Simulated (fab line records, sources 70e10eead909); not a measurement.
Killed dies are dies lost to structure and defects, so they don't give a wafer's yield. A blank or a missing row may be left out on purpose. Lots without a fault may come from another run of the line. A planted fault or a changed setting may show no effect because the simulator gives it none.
fab line records | flow nand_harc
record lots=22 wafers=66 last_day=32
route steps=1302 shown A_STAIRCASE@811 A_CONTACT@983
lots that met no fault: from a run of the same line without faults
start_h: hours from the record's first day to the start of the lot's first wafer shown | wait_h: hours since the lot's step before | " the same as in the row above | L1.1+2: a row that stands for several wafers | - no value, or no start given | * or withheld: withheld | < > ~ a bound
route shown NAME@n: a module of which the file shows steps, and the number in the route of the first | usual: mean/standard deviation of fault-free wafers | same: alike in all rows | chamber/n: place in a boat | sites: the reading at each site | _std_site: their standard deviation | _edge_site: outer sites' mean less inner sites' | radius_mm: how far each site lies from the wafer's centre | mask NAME#n: copy n | behind: the tool/chamber that last shaped the wafer | hold: why the lot was held/for how many hours/how that ended | device: the transistor (n, p or np) that didn't switch | end of line: the same wafers' tests at the end of the route | a step without rows: its recipe alone | killed: dies lost to structure and defects at the first sort, not the wafer's yield | map: a wafer's dies, x killed, . not, _ none there
set.NAME: the setting as run; set.NAME@STEP: as run at that earlier step | model.NAME: the simulator's own value behind a step, which no gauge read
steps of the route over a sample of lots; a table a step, a row a wafer
services: from which hour (start_h, from the record's first day; less than 0 if before it) a tool's chamber was out of use, for how many hours, and why
## steps
# step NHARC_A_STAIRCASE_ETCH_452
# recipe target_depth_a=300 overetch_a=30 time_s=16.5 ion_energy_ev=100 cf4_flow_sccm=80 o2_flow_sccm=20 ar_flow_sccm=0 rf_w=300 bias_w=100 chemistry=CF4/O2
# usual drypump_motor_current_A=5.6/0.5 mfc_ar_sccm=0.003/0.0065 o2_flow_sccm=20.00/0.063 oes_product_au=1.003/0.017 rf_vpp_V=197.8/1.7 showerhead_plenum_p_Torr=1.34/0.072 throttle_valve_pct=13.396/0.0089
# columns lot.wafer tool chamber start_h wait_h drypump_motor_current_A mfc_ar_sccm o2_flow_sccm oes_product_au rf_hours_counter_h rf_vpp_V showerhead_plenum_p_Torr throttle_valve_pct
L075.2 rie_diel-06 1 - - 6.0 0 19.98 1.022 18 195.2 1.24 13.385
L075.6 " 1 " " 6.0 0 20.01 1.021 - 196.6 1.24 13.406
L075.5 " 2 " " 5.5 0 19.92 1.009 - 198.0 1.32 13.397
L074.4 rie_diel-11 0 - - 4.7 0.008 20.05 1.011 36 196.7 1.31 13.399
L074.2 " 1 " " 4.9 0 20.13 0.974 38 196.3 1.24 13.384
L074.3 " 2 " " 5.9 0 19.92 1.006 36 198.0 1.33 13.387
L076.2 rie_diel-06 2 - - 5.5 0 20.06 0.998 28 196.1 1.32 13.395
L076.3 " 0 " " 5.7 0 19.94 1.000 29 195.1 1.25 13.391
L076.6 " 1 " " 6.0 0 19.98 1.017 - 196.7 1.24 13.396
L077.3 rie_diel-11 0 - - 4.7 0.008 20.05 1.017 47 195.8 1.31 13.399
L077.2 " 1 " " 4.9 0 19.98 0.968 49 195.6 1.24 13.388
L077.4 " 2 " " 5.9 0 20.01 1.016 45 198.7 1.33 13.395
L078.3 rie_diel-01 3 - - 5.7 0 20.01 1.003 8 197.0 1.32 13.393
L078.4 " 1 " " 5.2 0.021 20.11 0.994 10 197.8 1.44 13.391
L078.6 " 3 " " 5.7 0 20.02 1.016 - 197.0 1.32 13.388
L080.3 rie_diel-01 3 - - 5.7 0 20.00 1.012 13 196.6 1.32 13.390
L080.2 " 0 " " 5.8 0.017 19.91 1.024 16 196.5 1.38 13.391
L080.5 " 2 " " 6.7 0 20.02 1.027 - 199.0 1.42 13.390
L081.1 rie_diel-06 1 - - 6.0 0 19.99 1.014 36 194.9 1.24 13.414
L081.3 " 0 " " 5.7 0 20.04 1.004 38 196.1 1.25 13.399
L081.5 " 2 " " 5.6 0 20.05 1.003 - 197.6 1.31 13.398
L082.2 rie_diel-06 1 - - 6.0 0 19.97 0.991 47 195.6 1.24 13.400
L082.4 " 2 " " 5.6 0 20.01 1.007 51 195.6 1.31 13.399
L082.5 " 1 " " 6.0 0 20.05 1.013 - 195.5 1.24 13.408
L084.1 rie_diel-11 1 - - 4.9 0 19.99 0.986 8 201.3 1.44 13.399
L084.3 " 2 " " 5.9 0 20.05 0.974 13 198.8 1.32 13.393
L084.4 " 3 " " 5.5 0 19.99 1.007 14 197.4 1.30 13.391
L083.1 rie_diel-11 3 - - 5.5 0 19.97 1.014 15 197.3 1.30 13.395
L083.3 " 0 " " 4.7 0.008 19.93 1.020 15 195.9 1.31 13.394
L083.4 " 1 " " 4.9 0 19.96 0.977 9 200.3 1.44 13.398
L085.3 rie_diel-11 0 - - 4.7 0.008 20.03 1.012 16 196.3 1.31 13.389
L085.5 " 1 " " 4.9 0 19.99 0.989 - 198.6 1.44 13.410
L085.6 " 2 " " 5.9 0 20.04 0.975 - 198.5 1.32 13.396
L086.4 rie_diel-01 1 - - 5.2 0.021 20.18 0.986 40 201.3 1.44 13.376
L086.1 " 3 " " 5.7 0 20.13 0.981 40 198.3 1.31 13.400
L086.6 " 1 " " 5.2 0.021 20.05 0.990 - 200.1 1.44 13.398
L087.4 rie_diel-06 3 - - 5.7 0 19.91 0.998 2 199.2 1.45 13.407
L087.1 " 1 " " 6.0 0 19.97 1.009 3 199.9 1.45 13.398
L087.6 " 3 " " 5.8 0 19.83 1.008 - 201.6 1.45 13.412
L088.1 rie_diel-06 1 - - 6.0 0 20.02 1.016 8 198.9 1.44 13.408
L088.4 " 2 " " 5.5 0 20.05 1.030 8 196.8 1.31 13.403
L088.6 " 0 " " 5.8 0 20.01 0.975 - 195.5 1.25 13.396
L089.4 rie_diel-06 1 - - 6.0 0 20.02 1.011 14 201.4 1.44 13.401
L089.5 " 0 " " 5.7 0 20.09 0.977 - 195.3 1.25 13.389
L089.6 " 1 " " 6.0 0 20.04 1.009 - 200.3 1.44 13.405
L090.4 rie_diel-06 3 - - 5.7 0 19.87 1.010 16 199.7 1.44 13.403
L090.3 " 0 " " 5.7 0 19.93 0.990 17 195.5 1.24 13.391
L090.5 " 3 " " 5.7 0 20.03 1.011 - 198.9 1.44 13.387
L091.4 rie_diel-11 2 - - 6.0 0 20.07 0.980 35 196.8 1.32 13.405
L091.3 " 0 " " 4.7 0.008 20.04 1.012 38 195.8 1.30 13.392
L091.5 " 2 " " 5.9 0 20.00 0.990 - 198.5 1.32 13.391
L093.2 rie_diel-11 1 - - 4.9 0 19.97 0.976 37 199.7 1.44 13.406
L093.3 " 2 " " 5.9 0 20.06 0.978 43 198.7 1.32 13.386
L093.6 " 0 " " 4.7 0.008 20.04 1.006 - 196.8 1.30 13.397
L095.3 rie_diel-01 1 - - 5.2 0.021 20.05 0.989 4 199.5 1.43 13.420
L095.2 " 3 " " 5.7 0 19.94 0.997 6 195.9 1.31 13.383
L095.5 " 0 " " 5.8 0.017 19.90 0.997 - 198.9 1.37 13.409
L096.3 rie_diel-06 3 - - 5.8 0 19.98 1.021 28 201.2 1.44 13.391
L096.5 " 3 " " 5.8 0 20.02 1.016 - 199.5 1.44 13.396
L096.6 " 0 " " 5.8 0 20.03 0.976 - 195.8 1.24 13.402
L094.3 rie_diel-01 2 - - 6.7 0 20.02 1.021 4 199.4 1.41 13.396
L094.1 " 3 " " 5.7 0 20.09 1.002 7 196.8 1.31 13.401
L094.4 " 0 " " 5.8 0.017 19.87 1.005 7 200.4 1.37 13.391
L097.4 rie_diel-01 3 - - 5.7 0 19.94 1.006 10 197.5 1.31 13.403
L097.3 " 1 " " 5.3 0.021 19.99 0.984 8 198.9 1.43 13.389
L097.1 " 2 " " 6.7 0 19.98 1.014 7 199.6 1.41 13.401
# step NHARC_A_STAIRCASE_ALD_415
# recipe target_thk_a=300 pulse_time_s=6 ald_cycles=300 temp_c=300 material=SiO2
# usual heater_power_w=481/49 precursor_pulse_height_rel=1.004/0.02
# columns lot.wafer tool chamber start_h wait_h heater_power_w precursor_pulse_height_rel
L075.2 ald_hk-01 0 394.76 0.3 446 1.027
L075.6 " 3 " " 509 0.994
L075.5 " 0 " " 440 1.006
L074.3 ald_hk-03 2 402.02 1.1 447 1.012
L074.4 " 3 " " 508 1.003
L074.2 " 0 " " 451 1.027
L076.2 ald_hk-02 0 410.01 0.1 449 1.005
L076.3 " 2 " " 394 1.019
L076.6 " 0 " " 440 1.025
L077.4 ald_hk-03 1 420.63 0.1 551 0.990
L077.2 " 3 " " 501 0.992
L077.3 " 0 " " 452 1.002
L078.3 ald_hk-01 1 427.32 0.5 532 0.979
L078.4 " 2 " " 525 1.005
L078.6 " 0 " " 436 1.043
L080.2 ald_hk-02 0 447.82 2.0 463 0.969
L080.3 " 1 " " 493 0.937
L080.5 " 3 " " 446 1.022
L081.1 ald_hk-01 2 447.85 1.8 524 0.984
L081.3 " 1 " " 528 1.030
L081.5 " 3 " " 499 0.972
L082.4 ald_hk-02 2 469.49 0.3 386 0.997
L082.2 " 0 " " 464 0.979
L082.5 " 2 " " 379 1.026
L084.1 ald_hk-02 3 484.61 1.3 459 0.997
L084.3 " 0 " " 444 1.011
L084.4 " 2 " " 378 1.001
L083.3 ald_hk-03 0 487.67 0.3 457 0.992
L083.4 " 1 " " 553 1.052
L083.1 " 2 " " 457 1.043
L085.3 ald_hk-01 0 494.59 0.8 439 1.018
L085.5 " 1 " " 547 0.997
L085.6 " 2 " " 535 1.022
L086.4 ald_hk-03 3 509.10 0.3 519 0.992
L086.1 " 0 " " 448 0.983
L086.6 " 2 " " 455 1.015
L087.1 ald_hk-03 3 513.33 0.3 498 0.984
L087.4 " 0 " " 451 0.991
L087.6 " 2 " " 462 0.995
L088.4 ald_hk-03 3 530.48 0.5 525 1.023
L088.1 " 0 " " 466 0.975
L088.6 " 1 " " 557 1.021
L089.4 ald_hk-03 3 538.51 0.3 520 1.034
L089.5 " 2 " " 475 0.998
L089.6 " 3 " " 488 0.966
L090.3 ald_hk-02 2 551.80 0.3 396 1.020
L090.4 " 0 " " 478 1.008
L090.5 " 1 " " 483 1.016
L091.3 ald_hk-01 2 564.19 0.3 530 0.985
L091.4 " 0 " " 452 1.031
L091.5 " 1 " " 553 0.987
L093.2 ald_hk-01 0 586.89 0.1 452 0.976
L093.3 " 1 " " 563 0.988
L093.6 " 1 " " 541 1.006
L095.3 ald_hk-03 0 591.42 0.1 447 1.020
L095.2 " 1 " " 579 1.003
L095.5 " 1 " " 571 0.981
L096.3 ald_hk-02 0 592.97 0.1 468 1.017
L096.5 " 0 " " 488 1.020
L096.6 " 1 " " 480 0.982
L094.4 ald_hk-03 0 593.92 0.1 436 1.005
L094.1 " 2 " " 424 0.996
L094.3 " 3 " " 505 1.004
L097.4 ald_hk-02 1 608.37 0.1 484 1.023
L097.3 " 3 " " 423 1.017
L097.1 " 0 " " 472 1.014
# step NHARC_A_STAIRCASE_STRIP_476
# recipe time_s=20 o2_flow_sccm=500 ar_flow_sccm=0 bias_w=0 chemistry=O2
# usual drypump_motor_current_A=5.6/0.53 mfc_ar_sccm=0.004/0.007 o2_flow_sccm=500.0/1.5 oes_product_au=1.000/0.016 rf_vpp_V=57.9/0.9 showerhead_plenum_p_Torr=3.55/0.18 throttle_valve_pct=17.037/0.0092
# columns lot.wafer tool chamber start_h wait_h drypump_motor_current_A mfc_ar_sccm o2_flow_sccm oes_product_au rf_hours_counter_h rf_vpp_V showerhead_plenum_p_Torr throttle_valve_pct
L075.2 rie_diel-01 2 396.79 0.1 6.7 0 499.3 1.008 1 59.8 3.74 17.039
L075.6 " 3 " " 5.7 0 499.6 1.003 - 58.2 3.49 17.023
L075.5 " 0 " " 5.8 0.017 498.0 1.009 - 58.0 3.65 17.050
L074.2 rie_diel-11 0 404.26 0.1 4.7 0.008 499.4 1.005 45 57.0 3.47 17.048
L074.3 " 1 " " 4.9 0 498.8 0.970 47 56.7 3.28 17.053
L074.4 " 2 " " 6.0 0 498.0 1.006 43 58.2 3.51 17.035
L076.3 rie_diel-01 2 412.18 0.1 6.7 0 500.6 1.009 6 58.5 3.74 17.035
L076.2 " 1 " " 5.2 0.021 499.5 1.001 9 58.3 3.80 17.038
L076.6 " 3 " " 5.7 0 499.8 0.998 - 58.3 3.49 17.039
L077.3 rie_diel-06 1 422.80 0.1 6.0 0 500.6 1.010 34 57.5 3.29 17.032
L077.4 " 2 " " 5.6 0 498.0 1.001 33 57.8 3.48 17.041
L077.2 " 3 " " 5.7 0 498.2 0.998 35 57.1 3.30 17.025
L078.3 rie_diel-06 1 429.04 0.1 6.0 0 500.4 1.017 34 57.8 3.29 17.039
L078.4 " 2 " " 5.6 0 499.5 0.992 34 56.0 3.48 17.051
L078.6 " 3 " " 5.7 0 502.0 0.996 - 56.5 3.30 17.037
L080.2 rie_diel-06 0 449.55 0.1 5.7 0 499.3 0.991 44 57.1 3.31 17.045
L080.3 " 1 " " 6.0 0 499.7 1.005 45 58.4 3.28 17.034
L080.5 " 3 " " 5.7 0 501.1 1.007 - 58.6 3.29 17.026
L081.3 rie_diel-06 0 450.02 0.1 5.8 0 494.7 0.987 45 57.9 3.31 17.013
L081.1 " 1 " " 6.0 0 501.0 0.999 45 58.3 3.28 17.026
L081.5 " 0 " " 5.8 0 496.6 0.999 - 57.2 3.31 17.036
L082.2 rie_diel-01 1 471.43 0.1 5.3 0.021 500.3 0.992 30 58.9 3.79 17.029
L082.4 " 3 " " 5.7 0 499.2 0.990 31 58.4 3.48 17.039
L082.5 " 2 " " 6.7 0 500.6 1.010 - 58.1 3.73 17.049
L084.4 rie_diel-11 0 486.79 0.1 4.7 0.008 500.0 1.010 17 56.4 3.45 17.028
L084.1 " 1 " " 4.9 0 499.7 0.992 11 59.4 3.80 17.027
L084.3 " 2 " " 5.9 0 498.0 0.973 16 57.9 3.50 17.030
L083.1 rie_diel-11 2 492.37 0.7 5.9 0 500.5 0.973 19 58.4 3.50 17.051
L083.3 " 3 " " 5.5 0 501.8 1.006 21 56.0 3.45 17.030
L083.4 " 1 " " 4.9 0 500.0 0.989 14 57.1 3.80 17.041
L085.3 rie_diel-11 3 496.08 0.1 5.5 0 500.0 1.012 23 58.9 3.45 17.025
L085.6 " 1 " " 4.9 0 500.9 0.987 - 59.0 3.80 17.039
L085.5 " 2 " " 5.9 0 498.8 0.984 - 58.3 3.50 17.044
L086.4 rie_diel-06 1 511.04 0.1 6.0 0 497.9 1.019 5 58.9 3.81 17.043
L086.1 " 3 " " 5.8 0 504.2 1.005 4 58.5 3.81 17.036
L086.6 " 0 " " 5.8 0 501.3 0.987 - 57.7 3.31 17.039
L087.1 rie_diel-11 1 515.25 0.1 4.9 0 498.9 0.975 18 57.9 3.80 17.029
L087.4 " 3 " " 5.5 0 500.5 1.015 27 57.8 3.44 17.049
L087.6 " 0 " " 4.7 0.008 499.2 1.027 - 58.2 3.45 17.027
L088.1 rie_diel-11 3 532.19 0.1 5.5 0 498.7 1.007 32 57.7 3.44 17.016
L088.4 " 0 " " 4.7 0.008 499.6 1.019 31 58.1 3.45 17.028
L088.6 " 1 " " 4.9 0 500.3 0.968 - 58.2 3.80 17.039
L089.4 rie_diel-06 3 540.52 0.1 5.7 0 500.0 1.026 16 59.0 3.80 17.045
L089.6 " 0 " " 5.8 0 501.1 0.995 - 58.0 3.30 17.013
L089.5 " 1 " " 6.0 0 501.5 1.019 - 58.2 3.80 17.038
L090.4 rie_diel-11 2 554.59 0.1 5.9 0 502.1 0.985 34 57.8 3.49 17.053
L090.3 " 3 " " 5.5 0 500.0 1.015 38 58.5 3.44 17.035
L090.5 " 1 " " 4.9 0 500.4 0.974 - 59.0 3.79 17.025
L091.4 rie_diel-06 2 566.17 0.1 5.6 0 498.6 1.023 29 56.9 3.45 17.037
L091.3 " 1 " " 6.0 0 501.1 0.993 29 58.7 3.79 17.038
L091.5 " 2 " " 5.5 0 501.8 1.018 - 58.0 3.45 17.056
L093.3 rie_diel-01 0 589.12 0.1 5.8 0.017 499.8 0.988 8 57.1 3.62 17.033
L093.2 " 1 " " 5.2 0.021 497.7 0.975 6 58.3 3.77 17.041
L093.6 " 2 " " 6.7 0 501.9 1.017 - 56.6 3.71 17.034
L095.2 rie_diel-11 0 593.57 0.1 4.7 0.008 499.4 1.022 52 57.3 3.43 17.048
L095.3 " 2 " " 5.9 0 498.4 0.970 48 59.9 3.48 17.020
L095.5 " 3 " " 5.5 0 500.1 1.010 - 56.9 3.43 17.030
L096.3 rie_diel-01 0 595.15 0.1 5.8 0.017 498.5 0.988 9 57.8 3.62 17.036
L096.5 " 1 " " 5.2 0.021 501.1 0.990 - 59.0 3.77 17.030
L096.6 " 2 " " 6.7 0 501.3 1.018 - 57.6 3.71 17.035
L094.3 rie_diel-06 0 596.25 0.2 5.8 0 499.0 0.989 41 56.7 3.29 17.033
L094.1 " 1 " " 6.0 0 501.1 1.010 35 58.1 3.79 17.029
L094.4 " 0 " " 5.7 0 497.5 0.989 - 57.7 3.29 17.037
L097.3 rie_diel-01 1 610.54 0.1 5.3 0.021 500.4 0.987 11 59.0 3.77 17.037
L097.4 " 2 " " 6.7 0 500.2 1.013 10 57.9 3.71 17.030
L097.1 " 0 " " 5.8 0.017 499.9 0.996 14 57.5 3.61 17.039
# step NHARC_A_STAIRCASE_STRIP_446
# recipe power_w=1500 temp_c=250 chemistry=O2
# usual drypump_motor_current_A=5.9/0.33 heater_power_w=332/34 rf_refl_power_W=22/6.1
# columns lot.wafer tool chamber start_h wait_h drypump_motor_current_A heater_power_w rf_hours_counter_h rf_refl_power_W
L075.2 plasma_asher-02 0 444.76 0.1 5.4 371 3 25
L075.6 " 1 " " 5.9 341 - 22
L075.5 " 0 " " 5.4 361 - 25
L074.2 plasma_asher-02 1 450.63 0.0 5.9 355 4 22
L074.3 " 1 " " 5.9 348 - 22
L074.4 " 0 " " 5.4 366 - 26
L076.2 plasma_asher-02 0 454.06 0.0 5.4 367 5 26
L076.3 " 1 " " 5.9 350 - 21
L076.6 " 1 " " 5.9 339 - 22
L077.2 plasma_asher-01 1 463.80 0.1 6.2 282 25 13
L077.3 " 0 " " 6.3 340 - 30
L077.4 " 1 " " 6.2 279 - 12
L078.3 plasma_asher-02 0 474.27 0.1 5.4 364 - 25
L078.4 " 1 " " 5.9 346 - 21
L078.6 " 0 " " 5.4 375 - 24
L081.1 plasma_asher-02 0 493.13 0.2 5.4 373 13 25
L081.3 " 0 " " 5.4 368 - 26
L081.5 " 0 " " 5.4 367 - 26
L080.2 plasma_asher-01 1 493.25 0.1 6.3 280 30 13
L080.3 " 1 " " 6.2 277 - 14
L080.5 " 0 " " 6.3 348 - 29
L082.2 plasma_asher-02 1 513.66 0.0 5.9 353 16 -
L082.4 " 1 " " 5.9 346 - -
L082.5 " 1 " " 5.9 346 - -
L083.1 plasma_asher-02 1 530.94 0.1 5.9 354 20 -
L083.4 " 0 " " 5.4 369 - -
L083.3 " 1 " " 5.9 354 - -
L084.1 plasma_asher-01 1 531.02 0.1 6.2 275 1 13
L084.3 " 0 " " 6.3 322 - 29
L084.4 " 1 " " 6.2 283 - 14
L085.3 plasma_asher-01 1 541.98 0.9 6.3 275 - 13
L085.6 " 0 " " 6.3 322 - 29
L085.5 " 1 " " 6.2 284 - 13
L086.1 plasma_asher-01 1 556.35 0.0 6.2 277 8 13
L086.4 " 0 " " 6.3 322 - 30
L086.6 " 1 " " 6.2 273 - 14
L087.1 plasma_asher-02 0 557.05 0.0 5.5 365 22 25
L087.4 " 1 " " 5.9 352 - 21
L087.6 " 1 " " 5.9 351 - 21
L088.1 plasma_asher-02 1 571.51 0.1 5.9 345 27 21
L088.4 " 1 " " 5.9 347 - 21
L088.6 " 1 " " 6.0 344 - 21
L089.4 plasma_asher-01 0 581.78 0.1 6.2 323 - 31
L089.6 " 0 " " 6.2 324 - 31
L089.5 " 1 " " 6.2 278 - 13
L090.4 plasma_asher-01 0 594.37 0.1 6.3 329 - 29
L090.3 " 1 " " 6.2 280 - 14
L090.5 " 1 " " 6.2 278 - 14
L091.3 plasma_asher-01 1 609.32 0.2 6.2 272 - 14
L091.4 " 0 " " 6.2 333 - 29
L091.5 " 0 " " 6.2 331 - 30
L093.2 plasma_asher-02 0 628.60 0.0 5.4 372 3 25
L093.3 " 0 " " 5.4 369 - 26
L093.6 " 1 " " 5.9 349 - 21
L095.2 plasma_asher-01 0 632.93 0.0 6.2 320 26 -
L095.3 " 1 " " 6.2 282 - -
L095.5 " 1 " " 6.2 275 - -
L096.3 plasma_asher-02 0 633.10 0.2 5.4 368 - -
L096.6 " 1 " " 5.9 337 - -
L096.5 " 0 " " 5.4 363 - -
L094.1 plasma_asher-01 1 633.52 0.1 6.2 267 27 13
L094.3 " 0 " " 6.3 332 - 30
L094.4 " 1 " " 6.2 275 - 13
L097.1 plasma_asher-02 0 651.12 0.1 5.4 373 8 -
L097.3 " 1 " " 5.9 340 - -
L097.4 " 0 " " 5.5 364 - -
# step NHARC_A_CONTACT_DEP_24
# recipe target_thk_a=5000 temp_c=400 pressure_torr=6.5 rf_w=900 teos_flow_sccm=161.4 flow_sccm=2650 target_thk_nm=500 gas=O2 material=SiO2
# usual chamber_pressure_Torr=6.498/0.016 flow_sccm=2650/7.7 heater_power_w=545/100 showerhead_vpp_V=1876/89 throttle_valve_pct=15.8/0.49
# columns lot.wafer tool chamber start_h wait_h chamber_pressure_Torr flow_sccm heater_power_w showerhead_vpp_V throttle_valve_pct
L075.2 pecvd-04 2 491.74 0.2 6.471 2648 681 2003 15.4
L075.5 " 1 " " 6.491 2637 536 1830 15.6
L075.6 " 2 " " 6.502 2649 704 2037 15.4
L074.2 pecvd-04 2 499.16 0.1 6.494 2643 716 2038 15.3
L074.3 " 0 " " 6.502 2649 474 1913 16.6
L074.4 " 0 " " 6.493 2649 500 1939 16.6
L076.2 pecvd-03 1 502.26 0.1 6.519 2631 443 2018 15.6
L076.3 " 0 " " 6.488 2651 428 1714 16.7
L076.6 " 1 " " 6.527 2643 467 1993 15.8
L077.3 pecvd-04 2 513.29 0.1 6.485 2651 559 2019 15.3
L077.2 " 1 " " 6.500 2648 507 1796 15.6
L077.4 " 0 " " 6.486 2657 501 1918 16.4
L078.3 pecvd-04 0 522.60 0.2 6.493 2661 521 1923 16.7
L078.4 " 1 " " 6.499 2647 447 1808 15.8
L078.6 " 0 " " 6.489 2647 408 1922 16.9
L081.3 pecvd-02 0 547.94 0.1 6.491 2664 451 1870 15.6
L081.1 " 2 " " 6.478 2661 522 1833 15.9
L081.5 " 2 " " 6.488 2649 544 1863 15.8
L080.2 pecvd-04 2 548.28 0.2 6.481 2659 651 2010 15.3
L080.3 " 0 " " 6.510 2648 539 1914 16.7
L080.5 " 2 " " 6.481 2652 681 1989 15.2
L082.2 pecvd-04 0 564.36 0.1 6.497 2661 515 1940 16.6
L082.5 " 2 " " 6.495 2665 742 1996 15.4
L082.4 " 1 " " 6.493 2646 451 1807 15.8
L083.3 pecvd-03 1 577.42 0.1 6.491 2647 514 1958 15.5
L083.1 " 0 " " 6.483 2662 418 1735 15.3
L083.4 " 2 " " 6.519 2631 529 1798 15.0
L084.1 pecvd-04 1 577.51 0.1 6.505 2650 578 1819 15.5
L084.3 " 2 " " 6.465 2654 711 2000 15.4
L084.4 " 2 " " 6.498 2648 555 2033 15.1
L085.3 pecvd-04 1 589.16 0.1 6.493 2639 583 1839 15.6
L085.5 " 1 " " 6.463 2637 460 1782 16.0
L085.6 " 0 " " 6.503 2643 542 1917 16.8
L087.1 pecvd-03 1 604.36 0.1 6.486 2639 492 1971 15.5
L087.4 " 1 " " 6.482 2649 505 2020 15.7
L087.6 " 0 " " 6.478 2662 423 1741 15.7
L086.1 pecvd-02 2 604.42 0.1 6.501 2650 580 1809 15.9
L086.4 " 2 " " 6.492 2650 443 1846 15.9
L086.6 " 0 " " 6.516 2654 497 1871 16.1
L088.1 pecvd-04 0 620.25 0.2 6.509 2663 538 1909 16.8
L088.4 " 1 " " 6.512 2652 581 1844 16.0
L088.6 " 2 " " 6.476 2640 611 1984 15.7
L089.6 pecvd-03 1 632.22 0.2 6.471 2656 539 1982 15.9
L089.5 " 2 " " 6.502 2660 673 1799 15.1
L089.4 " 0 " " 6.521 2653 360 1757 15.5
L090.3 pecvd-04 1 649.16 0.2 6.487 2639 518 1836 15.7
L090.5 " 2 " " 6.512 2653 636 2003 15.5
L090.4 " 0 " " 6.508 2646 550 1914 16.5
L091.3 pecvd-02 0 657.67 0.4 6.512 2639 496 1870 16.1
L091.5 " 1 " " 6.492 2650 579 1829 15.5
L091.4 " 2 " " 6.484 2657 542 1859 15.8
L093.3 pecvd-03 1 676.06 0.1 6.481 2650 483 2001 15.8
L093.2 " 2 " " 6.503 2663 706 1801 15.2
L093.6 " 1 " " 6.470 2642 509 2004 15.7
L095.2 pecvd-04 1 681.35 0.1 6.478 2649 589 1800 15.9
L095.3 " 0 " " 6.500 2645 546 1908 16.6
L095.5 " 1 " " 6.492 2646 612 1821 15.8
L094.3 pecvd-03 0 681.37 0.1 6.505 2655 328 1754 15.9
L094.1 " 2 " " 6.530 2651 653 1811 15.1
L094.4 " 2 " " 6.512 2648 675 1807 15.3
L096.3 pecvd-02 2 681.65 0.2 6.484 2665 583 1812 15.8
L096.5 " 0 " " 6.510 2649 433 1837 15.9
L096.6 " 2 " " 6.478 2659 452 1819 15.8
L097.3 pecvd-03 2 701.80 0.1 6.528 2645 711 1805 15.2
L097.1 " 0 " " 6.495 2645 334 1760 15.3
L097.4 " 0 " " 6.489 2654 388 1734 15.7
# step NHARC_A_CONTACT_DEP_29
# recipe target_thk_a=1000 target_thk_nm=100 temp_c=400 pressure_torr=3.5 flow_sccm=200 rf_w=350 material=SiON
# usual chamber_pressure_Torr=3.500/0.0076 heater_power_w=744/100 showerhead_vpp_V=1161/50
# columns lot.wafer tool chamber start_h wait_h chamber_pressure_Torr heater_power_w showerhead_vpp_V
L075.2 pecvd-02 2 496.77 2.8 3.497 713 1125
L075.5 " 2 " " 3.500 740 1133
L075.6 " 0 " " 3.501 599 1167
L074.2 pecvd-04 0 504.35 2.8 3.498 713 1214
L074.3 " 2 " " 3.504 846 1263
L074.4 " 1 " " 3.514 695 1126
L076.2 pecvd-03 1 508.68 2.9 3.488 720 1261
L076.3 " 2 " " 3.503 829 1113
L076.6 " 1 " " 3.501 725 1266
L077.3 pecvd-04 2 519.81 2.1 3.503 870 1239
L077.2 " 0 " " 3.499 718 1176
L077.4 " 2 " " 3.493 889 1260
L078.3 pecvd-02 2 528.38 2.2 3.505 730 1140
L078.4 " 2 " " 3.497 753 1122
L078.6 " 1 " " 3.488 866 1141
L081.1 pecvd-04 1 553.22 4.0 3.495 741 1140
L081.3 " 2 " " 3.505 829 1249
L081.5 " 0 " " 3.498 605 1200
L080.3 pecvd-04 1 553.40 2.2 3.501 713 1126
L080.2 " 2 " " 3.503 937 1265
L080.5 " 0 " " 3.499 580 1191
L082.2 pecvd-02 1 570.58 2.8 3.508 895 1119
L082.5 " 2 " " 3.493 618 1121
L082.4 " 0 " " 3.505 651 1185
L083.1 pecvd-03 2 582.36 3.6 3.502 843 1110
L083.3 " 0 " " 3.514 642 1099
L083.4 " 1 " " 3.515 617 1240
L084.1 pecvd-03 0 582.87 3.6 3.498 625 1086
L084.3 " 1 " " 3.497 642 1234
L084.4 " 2 " " 3.506 846 1120
L085.3 pecvd-03 2 594.29 2.1 3.497 924 1141
L085.5 " 0 " " 3.489 570 1090
L085.6 " 1 " " 3.495 649 1245
L087.1 pecvd-02 2 609.81 3.6 3.498 706 1114
L087.6 " 0 " " 3.500 624 1171
L087.4 " 1 " " 3.505 758 1096
L086.1 pecvd-04 0 611.64 3.5 3.495 678 1201
L086.6 " 1 " " 3.482 786 1132
L086.4 " 2 " " 3.499 786 1253
L088.1 pecvd-04 1 629.14 3.7 3.507 773 1139
L088.4 " 0 " " 3.492 695 1211
L088.6 " 1 " " 3.518 788 1127
L089.4 pecvd-02 2 637.13 1.5 3.496 769 1131
L089.5 " 2 " " 3.487 770 1135
L089.6 " 1 " " 3.496 906 1131
L090.3 pecvd-02 0 654.37 2.1 3.500 553 1175
L090.5 " 0 " " 3.504 573 1153
L090.4 " 1 " " 3.499 924 1109
L091.3 pecvd-02 1 663.92 2.2 3.503 772 1112
L091.5 " 2 " " 3.494 781 1120
L091.4 " 0 " " 3.502 579 1174
L093.2 pecvd-04 1 681.02 2.9 3.496 724 1127
L093.3 " 2 " " 3.499 899 1243
L093.6 " 2 " " 3.500 899 1273
L095.3 pecvd-02 2 688.92 2.1 3.497 737 1150
L095.2 " 0 " " 3.493 600 1161
L095.5 " 1 " " 3.508 862 1118
L094.1 pecvd-04 1 689.07 3.6 3.504 771 1137
L094.4 " 0 " " 3.499 737 1207
L094.3 " 1 " " 3.501 809 1133
L096.3 pecvd-02 1 690.24 2.2 3.499 811 1135
L096.5 " 0 " " 3.486 662 1161
L096.6 " 2 " " 3.513 638 1137
L097.3 pecvd-02 2 706.61 2.1 3.503 742 1145
L097.1 " 0 " " 3.510 679 1162
L097.4 " 0 " " 3.509 701 1177
## services
# columns tool chamber start_h hours kind
pecvd-02 1 373.11 2.2 repair
plasma_asher-02 - 377.76 3.8 repair
rie_diel-01 - 382.14 9.0 pm
plasma_asher-02 - 398.39 0.3 repair
pecvd-02 - 408.16 13.0 pm
plasma_asher-02 - 424.38 2.3 repair
plasma_asher-02 - 426.76 9.0 pm
rie_diel-11 - 434.35 9.0 pm
rie_diel-01 0 441.28 19.2 repair
pecvd-04 - 450.12 13.0 pm
rie_diel-01 2 464.25 5.7 repair
rie_diel-06 0 471.24 7.3 repair
rie_diel-06 - 484.20 9.0 pm
pecvd-04 - 501.22 1.2 repair
pecvd-02 - 552.46 1.6 repair
rie_diel-01 - 559.14 9.0 pm
pecvd-02 - 589.16 13.0 pm
rie_diel-11 - 611.35 9.0 pm
pecvd-04 - 631.20 13.0 pm
rie_diel-06 0 656.49 11.0 repair
rie_diel-06 - 662.55 9.0 pm
rie_diel-11 3 671.47 6.9 repair
pecvd-02 - 678.26 0.8 repair
pecvd-04 2 687.45 4.8 repair
## key
fault none
